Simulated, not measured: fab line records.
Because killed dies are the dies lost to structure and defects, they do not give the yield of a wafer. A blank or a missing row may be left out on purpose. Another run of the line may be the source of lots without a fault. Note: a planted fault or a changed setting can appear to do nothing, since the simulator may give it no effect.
Which of the tools did it? || flow nandHarc || 15 lots, 42 wafers sampled, at 4 steps of a route of 1302

## WHAT EACH GAUGE READ, for each wafer
NHARC_A_ONON_D2_THK_MEAS_14: measures by ellipsometry. Usual: thkNm reads 1001 nm (standard deviation 8.8).
{"lot": "L178", "measured": "day 12 00:21", "on": "filmMetro-02", "thkNm (nm)": "999 1000 1004", "flag": ""}
{"lot": "L179", "measured": "day 12 19:41", "on": "filmMetro-01", "thkNm (nm)": "1013 1014 1013", "flag": ""}
{"lot": "L181", "measured": "day 13 15:01", "on": "filmMetro-02", "thkNm (nm)": "997 998 1000", "flag": ""}
{"lot": "L182", "measured": "day 14 05:10", "on": "filmMetro-01", "thkNm (nm)": "1013 1016 1015", "flag": ""}
{"lot": "L184", "measured": "day 14 18:23", "on": "filmMetro-02", "thkNm (nm)": "997 996 996", "flag": ""}
{"lot": "L185", "measured": "day 15 06:22", "on": "filmMetro-02", "thkNm (nm)": "996 995 995", "flag": ""}
{"lot": "L186", "measured": "day 16 00:21", "on": "filmMetro-02", "thkNm (nm)": "1007 1006 1006", "flag": ""}
{"lot": "L188", "measured": "day 17 06:58", "on": "filmMetro-01", "thkNm (nm)": "1008 1008 1007", "flag": ""}
{"lot": "L193", "measured": "day 19 03:31", "on": "filmMetro-01", "thkNm (nm)": "1551 1551", "flag": "OFF"}
{"lot": "L194", "measured": "day 19 03:39", "on": "filmMetro-02", "thkNm (nm)": "989 988 989", "flag": ""}
{"lot": "L195", "measured": "day 19 11:35", "on": "filmMetro-01", "thkNm (nm)": "1545 994", "flag": "OFF"}
{"lot": "L196", "measured": "day 19 18:06", "on": "filmMetro-01", "thkNm (nm)": "1539 988", "flag": "OFF"}
{"lot": "L198", "measured": "day 21 11:09", "on": "filmMetro-02", "thkNm (nm)": "998 1001 1000", "flag": ""}
{"lot": "L201", "measured": "day 22 05:41", "on": "filmMetro-01", "thkNm (nm)": "1000 999 996", "flag": ""}
{"lot": "L200", "measured": "day 22 05:47", "on": "filmMetro-02", "thkNm (nm)": "977 978 978", "flag": ""}

## WHAT TOOL EACH LOT RAN ON (gives the tool, then ch and the chambers of the sampled wafers, and finally the start)
{"lot": "L178", "NHARC_A_CHANNEL_FILL_D1_ETCHBACK_19": "rieSi-03 ch 0,1,2, day 9 13:25", "NHARC_A_DECK1_JOINT_CMP_13": "cmp-04 ch 0,2, day 11 00:32", "NHARC_A_ONON_D2_DEP_12": "pecvdOnon-03 ch 0, day 11 23:51"}
{"lot": "L179", "NHARC_A_CHANNEL_FILL_D1_ETCHBACK_19": "rieSi-02 ch 0,1,2, day 10 05:16", "NHARC_A_DECK1_JOINT_CMP_13": "cmp-03 ch 0,3, day 11 15:23", "NHARC_A_ONON_D2_DEP_12": "pecvdOnon-04 ch 0, day 12 19:14"}
{"lot": "L181", "NHARC_A_CHANNEL_FILL_D1_ETCHBACK_19": "rieSi-02 ch 1,2, day 11 01:22", "NHARC_A_DECK1_JOINT_CMP_13": "cmp-02 ch 0,1,3, day 12 12:06", "NHARC_A_ONON_D2_DEP_12": "pecvdOnon-04 ch 0, day 13 14:34"}
{"lot": "L182", "NHARC_A_CHANNEL_FILL_D1_ETCHBACK_19": "rieSi-02 ch 2,3, day 11 13:55", "NHARC_A_DECK1_JOINT_CMP_13": "cmp-04 ch 0,1,2, day 13 00:36", "NHARC_A_ONON_D2_DEP_12": "pecvdOnon-03 ch 0, day 14 04:39"}
{"lot": "L184", "NHARC_A_CHANNEL_FILL_D1_ETCHBACK_19": "rieSi-03 ch 0,1, day 12 03:22", "NHARC_A_DECK1_JOINT_CMP_13": "cmp-02 ch 2,3, day 13 14:45", "NHARC_A_ONON_D2_DEP_12": "pecvdOnon-01 ch 0, day 14 17:59"}
{"lot": "L185", "NHARC_A_CHANNEL_FILL_D1_ETCHBACK_19": "rieSi-03 ch 0,2,3, day 12 13:34", "NHARC_A_DECK1_JOINT_CMP_13": "cmp-02 ch 0,2, day 14 00:14", "NHARC_A_ONON_D2_DEP_12": "pecvdOnon-01 ch 0, day 15 05:50"}
{"lot": "L186", "NHARC_A_CHANNEL_FILL_D1_ETCHBACK_19": "rieSi-01 ch 1,3, day 13 10:57", "NHARC_A_DECK1_JOINT_CMP_13": "cmp-04 ch 0,1,3, day 14 20:57", "NHARC_A_ONON_D2_DEP_12": "pecvdOnon-01 ch 0, day 15 23:50"}
{"lot": "L188", "NHARC_A_CHANNEL_FILL_D1_ETCHBACK_19": "rieSi-02 ch 1,2,3, day 14 04:47", "NHARC_A_DECK1_JOINT_CMP_13": "cmp-02 ch 1,2,3, day 15 17:30", "NHARC_A_ONON_D2_DEP_12": "pecvdOnon-04 ch 0, day 17 06:27"}
{"lot": "L193", "NHARC_A_CHANNEL_FILL_D1_ETCHBACK_19": "rieSi-01 ch 0,2, day 16 00:30", "NHARC_A_DECK1_JOINT_CMP_13": "cmp-03 ch 0,3, day 17 15:07", "NHARC_A_ONON_D2_DEP_12": "pecvdOnon-04 ch 0, day 19 03:03"}
{"lot": "L194", "NHARC_A_CHANNEL_FILL_D1_ETCHBACK_19": "rieSi-02 ch 0,1,2, day 16 11:29", "NHARC_A_DECK1_JOINT_CMP_13": "cmp-04 ch 2,3, day 17 22:14", "NHARC_A_ONON_D2_DEP_12": "pecvdOnon-01 ch 0, day 19 03:12"}
{"lot": "L195", "NHARC_A_CHANNEL_FILL_D1_ETCHBACK_19": "rieSi-01 ch 2, day 17 00:00", "NHARC_A_DECK1_JOINT_CMP_13": "cmp-02 ch 1,3, day 18 10:02", "NHARC_A_ONON_D2_DEP_12": "pecvdOnon-04 ch 0, day 19 11:16"}
{"lot": "L196", "NHARC_A_CHANNEL_FILL_D1_ETCHBACK_19": "rieSi-03 ch 2,3, day 17 06:20", "NHARC_A_DECK1_JOINT_CMP_13": "cmp-04 ch 0,1, day 18 17:37", "NHARC_A_ONON_D2_DEP_12": "pecvdOnon-04 ch 0, day 19 17:39"}
{"lot": "L198", "NHARC_A_CHANNEL_FILL_D1_ETCHBACK_19": "rieSi-01 ch 1,2, day 18 18:56", "NHARC_A_DECK1_JOINT_CMP_13": "cmp-02 ch 2,3, day 20 09:47", "NHARC_A_ONON_D2_DEP_12": "pecvdOnon-01 ch 0, day 21 10:42"}
{"lot": "L201", "NHARC_A_CHANNEL_FILL_D1_ETCHBACK_19": "rieSi-03 ch 0,1,3, day 19 09:04", "NHARC_A_DECK1_JOINT_CMP_13": "cmp-03 ch 0,2,3, day 20 21:57", "NHARC_A_ONON_D2_DEP_12": "pecvdOnon-01 ch 0, day 22 05:10"}
{"lot": "L200", "NHARC_A_CHANNEL_FILL_D1_ETCHBACK_19": "rieSi-01 ch 1,2, day 19 12:58", "NHARC_A_DECK1_JOINT_CMP_13": "cmp-03 ch 0,2,3, day 21 00:54", "NHARC_A_ONON_D2_DEP_12": "pecvdOnon-04 ch 0, day 22 05:20"}
- NHARC_A_CHANNEL_FILL_D1_ETCHBACK_19: etches the open film in HBr/Cl2, target depth 5 nm, time 1.7 s.
- NHARC_A_DECK1_JOINT_CMP_13: polishes, target thk 51.023 nm.
- NHARC_A_ONON_D2_DEP_12: target thk 1000 nm.

## AS READ BY THE TOOLS THEMSELVES (means over the sampled wafers that have a number; for cases with no such wafer, the mark the record gives instead)
NHARC_A_CHANNEL_FILL_D1_ETCHBACK_19. Usual: drypumpMotorCurrentA 5.8 A, standard deviation 0.39; heBacksideLeakSccm 2.77 sccm, standard deviation 0.22; oesProductAu 1.001 a.u., standard deviation 0.0092; throttleValvePct 26.406 %, standard deviation 0.0089.
{"lot": "L178", "tool": "rieSi-03", "drypumpMotorCurrentA (A)": 5.7, "heBacksideLeakSccm (sccm)": 2.78, "oesProductAu (a.u.)": 1.008, "throttleValvePct (%)": 26.391, "flag": ""}
{"lot": "L179", "tool": "rieSi-02", "drypumpMotorCurrentA (A)": 6.3, "heBacksideLeakSccm (sccm)": 2.82, "oesProductAu (a.u.)": 1.007, "throttleValvePct (%)": 26.405, "flag": ""}
{"lot": "L181", "tool": "rieSi-02", "drypumpMotorCurrentA (A)": 6.3, "heBacksideLeakSccm (sccm)": 2.90, "oesProductAu (a.u.)": 1.004, "throttleValvePct (%)": 26.415, "flag": ""}
{"lot": "L182", "tool": "rieSi-02", "drypumpMotorCurrentA (A)": 5.7, "heBacksideLeakSccm (sccm)": 2.99, "oesProductAu (a.u.)": 1.010, "throttleValvePct (%)": 26.407, "flag": ""}
{"lot": "L184", "tool": "rieSi-03", "drypumpMotorCurrentA (A)": 5.5, "heBacksideLeakSccm (sccm)": 3.11, "oesProductAu (a.u.)": 1.003, "throttleValvePct (%)": 26.401, "flag": ""}
{"lot": "L185", "tool": "rieSi-03", "drypumpMotorCurrentA (A)": 5.9, "heBacksideLeakSccm (sccm)": 2.74, "oesProductAu (a.u.)": 0.996, "throttleValvePct (%)": 26.410, "flag": ""}
{"lot": "L186", "tool": "rieSi-01", "drypumpMotorCurrentA (A)": 6.0, "heBacksideLeakSccm (sccm)": 2.74, "oesProductAu (a.u.)": 1.000, "throttleValvePct (%)": 26.407, "flag": ""}
{"lot": "L188", "tool": "rieSi-02", "drypumpMotorCurrentA (A)": 6.0, "heBacksideLeakSccm (sccm)": 3.02, "oesProductAu (a.u.)": 1.009, "throttleValvePct (%)": 26.399, "flag": ""}
{"lot": "L193", "tool": "rieSi-01", "drypumpMotorCurrentA (A)": 5.3, "heBacksideLeakSccm (sccm)": 2.58, "oesProductAu (a.u.)": 1.001, "throttleValvePct (%)": 26.411, "flag": ""}
{"lot": "L194", "tool": "rieSi-02", "drypumpMotorCurrentA (A)": 6.3, "heBacksideLeakSccm (sccm)": 2.85, "oesProductAu (a.u.)": 1.006, "throttleValvePct (%)": 26.405, "flag": ""}
{"lot": "L195", "tool": "rieSi-01", "drypumpMotorCurrentA (A)": 5.5, "heBacksideLeakSccm (sccm)": 2.71, "oesProductAu (a.u.)": 1.001, "throttleValvePct (%)": 26.399, "flag": ""}
{"lot": "L196", "tool": "rieSi-03", "drypumpMotorCurrentA (A)": 5.9, "heBacksideLeakSccm (sccm)": 2.71, "oesProductAu (a.u.)": 1.003, "throttleValvePct (%)": 26.405, "flag": ""}
{"lot": "L198", "tool": "rieSi-01", "drypumpMotorCurrentA (A)": 5.9, "heBacksideLeakSccm (sccm)": 2.73, "oesProductAu (a.u.)": 0.995, "throttleValvePct (%)": 26.403, "flag": ""}
{"lot": "L201", "tool": "rieSi-03", "drypumpMotorCurrentA (A)": 5.8, "heBacksideLeakSccm (sccm)": 2.91, "oesProductAu (a.u.)": 1.000, "throttleValvePct (%)": 26.403, "flag": ""}
{"lot": "L200", "tool": "rieSi-01", "drypumpMotorCurrentA (A)": 6.0, "heBacksideLeakSccm (sccm)": 2.64, "oesProductAu (a.u.)": 0.989, "throttleValvePct (%)": 26.401, "flag": ""}

NHARC_A_DECK1_JOINT_CMP_13. Usual: motorCurrentA 12.0 A, standard deviation 1.2; timeToEndpointS 8.2 s, standard deviation 2.1.
{"lot": "L178", "tool": "cmp-04", "motorCurrentA (A)": 12.3, "timeToEndpointS (s)": 6.6, "flag": ""}
{"lot": "L179", "tool": "cmp-03", "motorCurrentA (A)": 12.1, "timeToEndpointS (s)": 9.2, "flag": ""}
{"lot": "L181", "tool": "cmp-02", "motorCurrentA (A)": 10.9, "timeToEndpointS (s)": 8.1, "flag": ""}
{"lot": "L182", "tool": "cmp-04", "motorCurrentA (A)": 12.3, "timeToEndpointS (s)": 11.1, "flag": ""}
{"lot": "L184", "tool": "cmp-02", "motorCurrentA (A)": 11.7, "timeToEndpointS (s)": 8.2, "flag": ""}
{"lot": "L185", "tool": "cmp-02", "motorCurrentA (A)": 12.2, "timeToEndpointS (s)": 9.6, "flag": ""}
{"lot": "L186", "tool": "cmp-04", "motorCurrentA (A)": 12.8, "timeToEndpointS (s)": 8.3, "flag": ""}
{"lot": "L188", "tool": "cmp-02", "motorCurrentA (A)": 12.0, "timeToEndpointS (s)": 7.9, "flag": ""}
{"lot": "L193", "tool": "cmp-03", "motorCurrentA (A)": 11.9, "timeToEndpointS (s)": 6.2, "flag": ""}
{"lot": "L194", "tool": "cmp-04", "motorCurrentA (A)": 11.3, "timeToEndpointS (s)": 4.6, "flag": ""}
{"lot": "L195", "tool": "cmp-02", "motorCurrentA (A)": 10.8, "timeToEndpointS (s)": 6.8, "flag": ""}
{"lot": "L196", "tool": "cmp-04", "motorCurrentA (A)": 13.2, "timeToEndpointS (s)": 9.2, "flag": ""}
{"lot": "L198", "tool": "cmp-02", "motorCurrentA (A)": 12.5, "timeToEndpointS (s)": 9.7, "flag": ""}
{"lot": "L201", "tool": "cmp-03", "motorCurrentA (A)": 13.2, "timeToEndpointS (s)": 7.6, "flag": ""}
{"lot": "L200", "tool": "cmp-03", "motorCurrentA (A)": 12.8, "timeToEndpointS (s)": 10.0, "flag": ""}

NHARC_A_ONON_D2_DEP_12. Usual: n2oFlowSccm reads 2000 sccm (standard deviation 5.8).
{"lot": "L178", "tool": "pecvdOnon-03", "n2oFlowSccm (sccm)": 1995, "flag": ""}
{"lot": "L179", "tool": "pecvdOnon-04", "n2oFlowSccm (sccm)": 2001, "flag": ""}
{"lot": "L181", "tool": "pecvdOnon-04", "n2oFlowSccm (sccm)": 2000, "flag": ""}
{"lot": "L182", "tool": "pecvdOnon-03", "n2oFlowSccm (sccm)": 2002, "flag": ""}
{"lot": "L184", "tool": "pecvdOnon-01", "n2oFlowSccm (sccm)": 1998, "flag": ""}
{"lot": "L185", "tool": "pecvdOnon-01", "n2oFlowSccm (sccm)": 2002, "flag": ""}
{"lot": "L186", "tool": "pecvdOnon-01", "n2oFlowSccm (sccm)": 2005, "flag": ""}
{"lot": "L188", "tool": "pecvdOnon-04", "n2oFlowSccm (sccm)": 2004, "flag": ""}
{"lot": "L193", "tool": "pecvdOnon-04", "n2oFlowSccm (sccm)": 2001, "flag": ""}
{"lot": "L194", "tool": "pecvdOnon-01", "n2oFlowSccm (sccm)": 2004, "flag": ""}
{"lot": "L195", "tool": "pecvdOnon-04", "n2oFlowSccm (sccm)": 1995, "flag": ""}
{"lot": "L196", "tool": "pecvdOnon-04", "n2oFlowSccm (sccm)": 2001, "flag": ""}
{"lot": "L198", "tool": "pecvdOnon-01", "n2oFlowSccm (sccm)": 2009, "flag": ""}
{"lot": "L201", "tool": "pecvdOnon-01", "n2oFlowSccm (sccm)": 2007, "flag": ""}
{"lot": "L200", "tool": "pecvdOnon-04", "n2oFlowSccm (sccm)": 1995, "flag": ""}

## THE ANSWER, worked out from the rows above alone
Rule: a lot counts as off when the mean over its wafers that have a number is more than 3 standard deviations away from the usual mean. A lot without any number at a reading at which 4 lots or more have one is off too. The other lots that the step has rows for count as sound. The gauges are gone through in route order, then the tools' own readings, and for those a lot's mean is taken as printed above. The first step at which some lot is off is used, and at that step the reading that is off furthest; a lot without a number counts as furthest.
Off: L193, L195, L196, at NHARC_A_ONON_D2_THK_MEAS_14 (thkNm).
A tool fits if, at a process step before that reading, it ran every lot that is off, and no sound lot after the first of them. Those tools and the gauges at NHARC_A_ONON_D2_THK_MEAS_14 are tried in the same way. Not one of the candidates tried fits.

## WHAT THE SIMULATOR PUT IN
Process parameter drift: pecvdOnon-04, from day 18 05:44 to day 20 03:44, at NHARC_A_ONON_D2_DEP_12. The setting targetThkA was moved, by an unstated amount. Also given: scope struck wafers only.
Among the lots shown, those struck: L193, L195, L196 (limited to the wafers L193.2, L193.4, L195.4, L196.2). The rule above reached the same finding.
